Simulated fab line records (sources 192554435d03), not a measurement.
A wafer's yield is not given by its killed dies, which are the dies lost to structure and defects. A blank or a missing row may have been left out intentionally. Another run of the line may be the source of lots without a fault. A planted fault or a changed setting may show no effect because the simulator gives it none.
Chamber matching | flow n5_finfet | 4 sister chambers for N5_BEOL_M15_VIA_ETCH_16 on rie_diel-03
The step etches SiO2 in C4F8/O2/Ar, target depth 1792.2 nm. 14 wafers are shown with their chamber, then 7 later ones without.

## WAFERS WITH THEIR CHAMBER
wafer  | chamber | showerhead_plenum_p_Torr (Torr) | rf_vpp_V (V) | drypump_motor_current_A (A)
L083.2 | 1       | 3.48                            | 2197         | 5.8
L083.3 | 2       | 3.55                            | 2224         | 6.3
L083.4 | 3       | 3.63                            | 2197         | 5.2
L085.1 | 3       | 3.63                            | 2194         | 5.2
L085.2 | 0       | 3.39                            | 2262         | 6.1
L085.3 | 2       | 3.55                            | 2222         | 6.2
L084.2 | 2       | 3.55                            | 2223         | 6.2
L084.4 | 0       | 3.39                            | 2263         | 6.2
L084.5 | 0       | 3.39                            | 2263         | 6.2
L091.1 | 0       | 3.39                            | 2263         | 6.1
L091.2 | 1       | 3.48                            | 2196         | 5.8
L091.4 | 3       | 3.62                            | 2196         | 5.2
L093.1 | 0       | 3.38                            | 2263         | 6.1
L093.5 | 3       | 3.62                            | 2193         | 5.2

SIGNATURES (means of the wafers above)
reading                  | chamber 0 | chamber 1 | chamber 2 | chamber 3 | scatter within a chamber
showerhead_plenum_p_Torr | 3.3880    | 3.4800    | 3.5500    | 3.6250    | 0.00424
rf_vpp_V                 | 2262.80   | 2196.50   | 2223.00   | 2195.00   | 1.15
drypump_motor_current_A  | 6.140     | 5.800     | 6.233     | 5.200     | 0.0432
Rule: a wafer lies at a distance from a chamber equal to the root of the sum of squares, over the readings, of (its reading less the chamber's mean, divided by the reading's scatter). If the next closest chamber is less than 2 further off than the closest, the wafer can't be placed; otherwise it belongs to the closest. The scatter: take each reading less its chamber's mean, square it, sum over the shown wafers, divide by the number of wafers less the number of chambers, and take the root.

## WAFERS WHOSE CHAMBER IS MISSING
wafer  | showerhead_plenum_p_Torr (Torr) | rf_vpp_V (V) | drypump_motor_current_A (A)
L093.6 | 3.38                            | 2262         | 6.2
L097.1 | 3.38                            | 2261         | 6.2
L097.2 | 3.53                            | 2224         | 6.3
L097.4 | 3.47                            | 2197         | 5.8
L096.2 | 3.61                            | 2195         | 5.1
L096.3 | 3.38                            | 2262         | 6.2
L096.4 | 3.53                            | 2222         | 6.3

## CHAMBER TAKEN BY EACH
wafer  | from the rows above | in truth
L093.6 | 0                   | 0
L097.1 | 0                   | 0
L097.2 | 2                   | 2
L097.4 | 1                   | 1
L096.2 | 3                   | 3
L096.3 | 0                   | 0
L096.4 | 2                   | 2
Correct placement for 7 of the 7. Number that these rows cannot place: 0. Wrongly placed: 0.
